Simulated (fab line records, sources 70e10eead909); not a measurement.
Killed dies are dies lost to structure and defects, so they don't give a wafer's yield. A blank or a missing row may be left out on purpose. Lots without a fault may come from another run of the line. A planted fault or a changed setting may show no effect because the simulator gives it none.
fab line records | flow nand_harc
record lots=12 wafers=36 last_day=34
route steps=1302 shown A_M0@1162 A_M1@1174 END@1302
lots that met no fault: from a run of the same line without faults
start_h: hours from the record's first day to the start of the lot's first wafer shown | wait_h: hours since the lot's step before | " the same as in the row above | L1.1+2: a row that stands for several wafers | - no value, or no start given | * or withheld: withheld | < > ~ a bound
route shown NAME@n: a module of which the file shows steps, and the number in the route of the first | usual: mean/standard deviation of fault-free wafers | same: alike in all rows | chamber/n: place in a boat | sites: the reading at each site | _std_site: their standard deviation | _edge_site: outer sites' mean less inner sites' | radius_mm: how far each site lies from the wafer's centre | mask NAME#n: copy n | behind: the tool/chamber that last shaped the wafer | hold: why the lot was held/for how many hours/how that ended | device: the transistor (n, p or np) that didn't switch | end of line: the same wafers' tests at the end of the route | a step without rows: its recipe alone | killed: dies lost to structure and defects at the first sort, not the wafer's yield | map: a wafer's dies, x killed, . not, _ none there
set.NAME: the setting as run; set.NAME@STEP: as run at that earlier step | model.NAME: the simulator's own value behind a step, which no gauge read
steps of the route over a sample of lots; a table a step, a row a wafer
services: from which hour (start_h, from the record's first day; less than 0 if before it) a tool's chamber was out of use, for how many hours, and why
## steps
# step NHARC_A_M0_CMP_23
# recipe t_overpolish_s=20 target_thk_nm=113.75
# usual motor_current_A=10.9/1 slurry_flow_ml_min=150.0/0.52 time_to_endpoint_s=28.4/2
# columns lot.wafer tool chamber start_h wait_h motor_current_A slurry_flow_ml_min time_to_endpoint_s
L403.2 cmp-03 1 521.97 - 13.1 150.5 29.8
L403.3 " 0 " " 10.9 151.0 29.9
L403.6 " 1 " " 12.6 150.2 30.8
L402.4 cmp-04 1 523.16 - 10.0 150.4 29.4
L402.1 " 2 " " 10.5 149.2 28.9
L402.3 " 3 " " 11.7 150.0 25.8
L404.3 cmp-04 3 564.13 - 11.9 150.2 30.0
L404.2 " 1 " " 9.8 149.5 32.4
L404.6 " 0 " " 10.3 150.2 32.0
L405.4 cmp-03 0 565.51 - 11.4 149.9 27.7
L405.1 " 1 " " 13.9 149.5 28.2
L405.5 " 0 " " 10.7 150.6 25.1
L407.3 cmp-03 0 567.45 - 10.8 150.9 28.1
L407.4 " 2 " " 9.8 150.1 27.0
L407.5 " 1 " " 12.5 150.0 30.5
L408.3 cmp-04 0 596.72 - 9.7 150.1 28.5
L408.2 " 2 " " 11.4 150.5 26.4
L408.6 " 0 " " 9.6 150.3 28.1
L409.1 cmp-04 3 615.62 - 12.1 150.7 28.6
L409.5 " 3 " " 10.4 150.6 26.7
L409.6 " 0 " " 10.2 149.5 28.2
L410.4 cmp-03 0 616.26 - 10.8 149.1 28.3
L410.3 " 2 " " 10.2 149.7 29.1
L410.6 " 1 " " 12.9 149.8 28.0
L413.2 cmp-04 2 653.87 - 10.8 150.1 28.7
L413.4 " 3 " " 11.9 149.9 28.5
L413.6 " 3 " " 11.3 149.9 28.3
L422.4 cmp-04 1 730.07 - 9.8 149.7 29.8
L422.2 " 2 " " 11.4 149.9 27.7
L422.5 " 1 " " 10.0 150.1 30.0
L423.2 cmp-03 1 731.14 - 13.0 150.9 26.8
L423.4 " 3 " " 9.7 149.2 25.8
L423.6 " 2 " " 10.2 149.7 29.7
L424.2 cmp-01 0 760.55 - 10.8 150.0 29.9
L424.4 " 1 " " 9.7 150.5 26.5
L424.6 " 3 " " 10.5 150.3 31.3
# step NHARC_A_M1_SOFTBAKE_04
# recipe temp_c=105 time_s=55
# usual heater_power_total_W=188.46/0.13 resist_line_temp_C=23.03/0.1
# columns lot.wafer tool chamber start_h wait_h heater_power_total_W resist_line_temp_C
L403.2 litho_track-06 0 523 - 188.50 23.08
L403.3 " 0 " " 188.34 22.96
L403.6 " 0 " " 188.44 23.06
L402.1 litho_track-04 0 524 - 188.34 22.95
L402.3 " 0 " " 188.48 22.99
L402.4 " 0 " " 188.32 22.98
L404.2 litho_track-06 0 565 - 188.33 22.90
L404.3 " 0 " " 188.68 22.87
L404.6 " 0 " " 188.49 22.87
L405.1 litho_track-06 0 566 - 188.31 22.90
L405.4 " 0 " " 188.34 22.92
L405.5 " 0 " " 188.31 22.97
L407.3 litho_track-04 0 568 - 188.68 23.34
L407.4 " 0 " " 188.69 23.16
L407.5 " 0 " " 188.32 23.04
L408.2 litho_track-06 0 598 - 188.51 23.05
L408.3 " 0 " " 188.73 23.08
L408.6 " 0 " " 188.39 23.10
L409.1 litho_track-04 0 617 - 188.45 22.88
L409.5 " 0 " " 188.41 22.97
L409.6 " 0 " " 188.41 23.06
L410.3 litho_track-04 0 617 - 188.40 22.86
L410.4 " 0 " " 188.69 23.00
L410.6 " 0 " " 188.44 22.93
L413.2 litho_track-01 0 655 - 188.58 23.03
L413.4 " 0 " " 188.28 23.02
L413.6 " 0 " " 188.45 22.92
L422.2 litho_track-06 0 731 - 222.50 22.86
L422.4 " 0 " " 222.79 22.91
L422.5 " 0 " " 222.60 22.87
L423.2 litho_track-06 0 733 - 222.72 22.82
L423.4 " 0 " " 222.56 22.97
L423.6 " 0 " " 222.43 23.14
L424.2 litho_track-04 0 761 - 188.76 23.06
L424.4 " 0 " " 188.53 23.06
L424.6 " 0 " " 188.47 23.02
# step NHARC_A_M1_DESCUM_14
# recipe time_s=3 o2_flow_sccm=200 ar_flow_sccm=0 bias_power_w=0 chemistry=O2
# usual drypump_motor_current_A=5.9/0.56 oes_product_au=0.999/0.0071 rf_vpp_V=57.8/0.85 showerhead_plenum_p_Torr=1.93/0.084 throttle_valve_pct=11.311/0.009
# columns lot.wafer tool chamber start_h wait_h drypump_motor_current_A oes_product_au rf_hours_counter_h rf_vpp_V showerhead_plenum_p_Torr throttle_valve_pct
L403.2 rie_diel-10 2 524.02 0.1 5.3 1.020 5.4 57.5 1.81 11.302
L403.3 " 3 " " 4.7 1.013 5.8 57.2 1.81 11.321
L403.6 " 2 " " 5.3 1.021 - 57.3 1.81 11.309
L402.3 rie_diel-10 0 525.09 0.1 6.2 0.990 5.3 58.0 2.01 11.331
L402.1 " 2 " " 5.3 1.014 5.5 58.2 1.81 11.325
L402.4 " 3 " " 4.7 1.004 5.9 58.1 1.81 11.281
L404.3 rie_diel-06 2 566.19 0.1 5.8 0.994 5.3 58.0 1.95 11.324
L404.2 " 0 " " 4.7 0.987 6.6 57.2 1.86 11.313
L404.6 " 1 " " 6.1 0.998 - 59.0 1.94 11.319
L405.4 rie_diel-09 3 567.46 0.1 6.0 1.003 1.1 58.3 1.90 11.310
L405.1 " 0 " " 6.5 0.991 1.7 57.7 1.92 11.311
L405.5 " 1 " " 6.4 1.000 - 58.2 2.03 11.314
L407.3 rie_diel-09 2 569.50 0.1 6.3 1.011 1.6 58.4 2.07 11.314
L407.4 " 1 " " 6.4 0.999 1.7 57.7 2.03 11.317
L407.5 " 2 " " 6.3 1.002 - 57.8 2.06 11.324
L408.2 rie_diel-09 3 598.90 0.1 6.0 0.987 1.8 56.0 1.90 11.306
L408.3 " 0 " " 6.5 0.987 2.4 59.0 1.92 11.309
L408.6 " 0 " " 6.5 0.996 - 56.7 1.92 11.312
L409.1 rie_diel-10 3 617.56 0.1 4.7 0.994 0 57.5 1.81 11.315
L409.5 " 1 " " 5.9 1.003 - 56.3 1.88 11.321
L409.6 " 2 " " 5.3 0.995 - 58.5 1.81 11.302
L410.4 rie_diel-10 1 618.33 0.1 5.9 0.998 0.1 58.6 1.88 11.320
L410.3 " 2 " " 5.3 0.994 0.1 58.4 1.81 11.318
L410.6 " 2 " " 5.3 0.996 - 57.2 1.81 11.311
L413.2 rie_diel-09 0 655.82 0.1 6.5 0.991 3.6 57.6 1.92 11.299
L413.6 " 2 " " 6.2 0.995 - 59.3 2.06 11.318
L413.4 " 3 " " 6.1 0.992 - 56.3 1.90 11.296
L422.4 rie_diel-10 3 732.06 0.1 4.7 1.003 7.2 57.3 1.80 11.316
L422.2 " 0 " " 6.2 1.002 7.8 60.0 2.00 11.310
L422.5 " 3 " " 4.7 1.002 - 57.1 1.80 11.306
L423.2 rie_diel-06 3 733.66 0.1 6.0 1.001 2.9 57.9 1.98 11.290
L423.4 " 0 " " 4.7 1.000 2.1 56.8 1.86 11.319
L423.6 " 3 " " 6.0 1.009 - 58.5 1.98 11.318
L424.4 rie_diel-06 1 762.59 0.1 6.0 1.004 4.5 58.9 1.94 11.296
L424.2 " 3 " " 6.0 0.994 4.0 58.3 1.98 11.315
L424.6 " 0 " " 4.7 0.991 - 57.6 1.86 11.312
# step NHARC_A_M1_ETCH_35
# recipe target_depth_a=400 overetch_a=120 time_s=43.94 ion_energy_ev=200 n2_flow_sccm=150 h2_flow_sccm=150 ar_flow_sccm=0 rf_w=400 bias_w=150 chemistry=N2/H2
# usual drypump_motor_current_A=5.9/0.56 oes_product_au=1.000/0.0079 rf_vpp_V=431.1/2.7 showerhead_plenum_p_Torr=2.06/0.092 throttle_valve_pct=14.171/0.0089
# columns lot.wafer tool chamber start_h wait_h drypump_motor_current_A oes_product_au rf_hours_counter_h rf_vpp_V showerhead_plenum_p_Torr throttle_valve_pct
L403.2 rie_diel-10 3 524.11 0.1 4.7 1.011 5.8 426.9 1.92 14.176
L403.3 " 0 " " 6.2 0.991 5.3 433.1 2.14 14.186
L403.6 " 0 " " 6.2 0.997 - 433.3 2.14 14.162
L402.4 rie_diel-10 2 525.17 0.1 5.3 1.013 5.5 427.6 1.93 14.169
L402.3 " 3 " " 4.7 1.005 5.9 427.0 1.92 14.155
L402.1 " 0 " " 6.2 0.994 5.3 435.3 2.14 14.163
L404.2 rie_diel-06 1 566.74 0.5 6.0 1.004 6.2 432.0 2.07 14.188
L404.3 " 2 " " 5.8 0.997 5.3 431.0 2.08 14.173
L404.6 " 2 " " 5.8 1.008 - 431.6 2.08 14.177
L405.4 rie_diel-09 1 567.53 0.1 6.4 1.004 1.7 433.4 2.17 14.162
L405.1 " 2 " " 6.2 1.004 1.5 435.4 2.21 14.169
L405.5 " 0 " " 6.5 0.986 - 431.0 2.04 14.165
L407.3 rie_diel-09 1 569.59 0.1 6.4 1.014 1.7 434.5 2.17 14.181
L407.4 " 2 " " 6.2 1.011 1.6 433.8 2.21 14.162
L407.5 " 0 " " 6.5 0.994 - 429.5 2.04 14.173
L408.3 rie_diel-09 2 598.99 0.1 6.3 0.991 2.4 435.9 2.21 14.174
L408.2 " 1 " " 6.4 0.997 2.5 433.8 2.17 14.170
L408.6 " 3 " " 6.1 0.995 - 429.7 2.02 14.184
L409.1 rie_diel-10 3 617.63 0.1 4.7 1.012 0.0 427.7 1.92 14.165
L409.6 " 2 " " 5.3 0.996 - 428.1 1.93 14.175
L409.5 " 3 " " 4.7 1.005 - 426.9 1.92 14.173
L410.4 rie_diel-10 3 618.41 0.1 4.7 0.993 0.1 427.6 1.92 14.170
L410.3 " 0 " " 6.2 1.001 0.0 433.2 2.14 14.156
L410.6 " 0 " " 6.2 0.995 - 433.0 2.14 14.165
L413.2 rie_diel-09 0 655.92 0.1 6.5 0.982 3.6 431.2 2.04 14.171
L413.4 " 2 " " 6.2 0.995 - 434.3 2.20 14.155
L413.6 " 0 " " 6.5 0.983 - 431.9 2.04 14.168
L422.4 rie_diel-10 1 732.14 0.1 5.9 0.999 7.5 429.9 2.00 14.184
L422.2 " 0 " " 6.2 1.006 7.8 433.9 2.14 14.177
L422.5 " 1 " " 5.9 0.999 - 430.1 2.00 14.169
L423.4 rie_diel-06 2 733.75 0.1 5.8 0.998 2.8 430.7 2.08 14.166
L423.2 " 0 " " 4.7 1.005 2.1 427.6 1.98 14.169
L423.6 " 2 " " 5.8 1.003 - 432.3 2.08 14.167
L424.4 rie_diel-06 1 762.67 0.1 6.0 1.013 4.5 430.8 2.07 14.166
L424.2 " 3 " " 6.0 0.998 4.1 432.4 2.11 14.173
L424.6 " 1 " " 6.1 1.014 - 431.7 2.06 14.168
# step NHARC_END_SORT_01
# recipe temp_c=25
# usual defect_limited_yield=91/3.1 killed_at_array=56/21 killed_at_other=1.2/1.6 killed_at_periphery=3.7/2.5 killed_dies=61/21 killed_open=3.1/1.8 killed_short=2.8/1.7
# same gross_dies=677
# columns lot.wafer tool chamber start_h wait_h defect_limited_yield[%] killed_at_array killed_at_other killed_at_periphery killed_dies killed_open killed_short
L409.1 prober-02 0 652.64 2.5 91 52 4 4 60 7 0
L409.5 prober-02 0 655.86 3.7 91 57 0 3 60 2 2
L409.6 prober-02 0 656.66 4.0 90 68 1 1 70 3 4
# killed by level:class
L409.1 A_CHANNEL_HOLE_D1:chamber_film_flake=25 A_CHANNEL_HOLE_D2:chamber_film_flake=11 A_CONTACT:chamber_film_flake=6 A_SLIT:chamber_film_flake=3 THIN_TSV:chamber_film_flake=3 A_M1:geometric_particle:open=2 P_CONTACT:geometric_particle:open=1 P_M0:geometric_particle:open=1
L409.5 A_CHANNEL_HOLE_D1:chamber_film_flake=28 A_CHANNEL_HOLE_D2:chamber_film_flake=14 A_CONTACT:chamber_film_flake=8 A_M1:chamber_film_flake=2 P_GATE:geometric_particle:short=1 A_CHANNEL_FILL_D1:geometric_particle:short=1 A_SGD_CUT:geometric_particle:open=1 A_SLIT:geometric_particle:open=1
L409.6 A_CHANNEL_HOLE_D1:chamber_film_flake=34 A_CHANNEL_HOLE_D2:chamber_film_flake=15 A_CONTACT:chamber_film_flake=11 P_M0:geometric_particle:open=1 A_ONON_D1:geometric_particle:short=1 A_CHANNEL_FILL_D1:geometric_particle:open=1 A_DECK1_JOINT:geometric_particle:open=1 A_ONON_D2:geometric_particle:short=1
## services
# columns tool chamber start_h hours kind
rie_diel-06 - 500.69 0.4 repair
cmp-04 - 503.33 4.0 pm
rie_diel-09 3 518.08 1.9 repair
litho_track-06 - 529.00 7.0 pm
cmp-03 - 540.96 2.4 repair
rie_diel-10 - 588.33 0.5 repair
rie_diel-10 - 596.50 9.0 pm
cmp-04 - 596.94 1.1 repair
cmp-04 - 601.33 4.0 pm
cmp-04 - 616.70 0.9 repair
rie_diel-06 0 618.48 38.4 repair
cmp-04 - 631.40 0.9 repair
rie_diel-09 1 640.92 15.7 repair
cmp-04 - 642.85 0.4 repair
rie_diel-06 - 661.20 9.0 pm
rie_diel-09 - 674.10 9.0 pm
cmp-04 - 683.49 2.2 repair
rie_diel-10 - 690.72 0.4 repair
rie_diel-06 0 694.74 9.3 repair
cmp-04 - 699.33 4.0 pm
litho_track-06 - 704.00 7.0 pm
rie_diel-06 0 716.81 9.2 repair
rie_diel-09 0 723.69 15.8 repair
rie_diel-06 0 738.93 5.4 repair
## key
first_sign step=NHARC_A_M1_SOFTBAKE_04 reading=heater_power_total_W direction=up sigmas=99+ usual=* struck=*
effect none on later readings
met_at NHARC_A_M1_SOFTBAKE_04
struck_lots L422,L423
not_acting_at NHARC_A_M0_CMP_23,NHARC_A_M1_DESCUM_14,NHARC_A_M1_ETCH_35
onset_between 598 731
fault kind=process_parameter_drift tool=litho_track-06 chamber=- onset_h=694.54 steps=NHARC_A_M1_SOFTBAKE_04 channel=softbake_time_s offset=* shape=step end_h=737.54 acts_in=* stated=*
